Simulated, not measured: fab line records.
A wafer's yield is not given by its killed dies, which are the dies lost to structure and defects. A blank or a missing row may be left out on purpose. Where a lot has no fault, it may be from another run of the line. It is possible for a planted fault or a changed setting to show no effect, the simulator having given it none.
Code-filled problem report in 8D (eight disciplines) form || flow n5Finfet || the parts of the form that need people (team, actions taken, sign-off) are left out

## 1. THE PROBLEM
Wafers without a fault read 159.8 nm, standard deviation 1.6; cdNm at N5_BEOL_M12_CD_MEAS_28 reads a mean of 168.1 nm on 3 wafers belonging to 3 lots. That is +5.2 standard deviations from the usual mean.
The step: target cd 160.2 nm.
Seen first at day 14 06:23 on cdSem-02, wafer L953.5. Wafers with a number at this step in the record: 29, from 10 lots. By rule, "out" or "out of limits" means more than 4 standard deviations away from the usual mean. The other wafers with a number count as sound.

## 2. WHAT IT IS AND WHAT IT IS NOT
{"question": "which readings at this step", "is": "cdNm", "is not": "-"}
{"question": "which lots", "is": "L953, L958, L960", "is not": "L941, L942, L943, L946, L949, L951, L955"}
{"question": "which wafers of those lots", "is": "L953.5, L958.3, L960.5", "is not": "L953.4, L953.6, L958.1, L960.1, L960.4"}
{"question": "read on which gauges", "is": "cdSem-01, cdSem-02", "is not": "cdSem-03"}
{"question": "when", "is": "from day 14 06:23", "is not": "up to then (23 sound wafers); but 3 sound wafers of L958, L960 came after"}

## 3. WHAT RULES OUT EACH SUSPECT
Counting: any tool at a process step up to the reading remains a suspect provided it ran every lot that is out. Sound lots after the first of them don't rule it out here, since some wafers of a struck lot are sound.
- ruled out: the gauge at N5_BEOL_M12_CD_MEAS_28. The wafers that are out were read on 2 gauges (cdSem-01, cdSem-02).
- krfScanner-01 at N5_BEOL_M12_EXPOSE_25 (exposes mask M12): kept. Ran every lot that is out, first one L953 (day 14 06:14); last sound lot up to then L955 (day 14 05:34).
After counting, what remains is krfScanner-01 at N5_BEOL_M12_EXPOSE_25.

## 4. THE CAUSE (what the simulator had put in)
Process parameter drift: krfScanner-01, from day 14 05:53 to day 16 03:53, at N5_BEOL_M12_EXPOSE_25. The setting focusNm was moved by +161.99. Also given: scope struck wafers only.
Only this tool survived the counting.

## 5. THE CHAIN OF EFFECTS, in route order
Each row: a reading where the mean over the struck wafers with a number is more than 3 standard deviations away from the usual. Only readings for which the record gives a usual standard deviation are gone through. hours: the time from each lot's start at the first step in this table that gives one to its start at this step, as a median over the lots. sigmas: the change in usual standard deviations.
{"hours": 0, "step": "N5_BEOL_M12_CD_MEAS_28", "reading": "cdNm", "usual": "159.8 nm", "on struck wafers": 168.1, "change": "+8.3", "sigmas": "+5.2"}

## 6. HOW IT WOULD HAVE BEEN CAUGHT EARLIER
0 hours passed between the start of the fault at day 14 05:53 and the first reading out of limits at a measuring or inspecting step in this record, taken at day 14 06:23.
No tool reading at N5_BEOL_M12_EXPOSE_25 that has a usual standard deviation in the record was out on any struck wafer, so an alarm limit of 4 standard deviations on those readings would not have fired.
L958, L960, from the lots that are out (3), started N5_BEOL_M12_EXPOSE_25 on krfScanner-01 later than day 14 06:23. A hold on the tool at that time would have spared those 2.
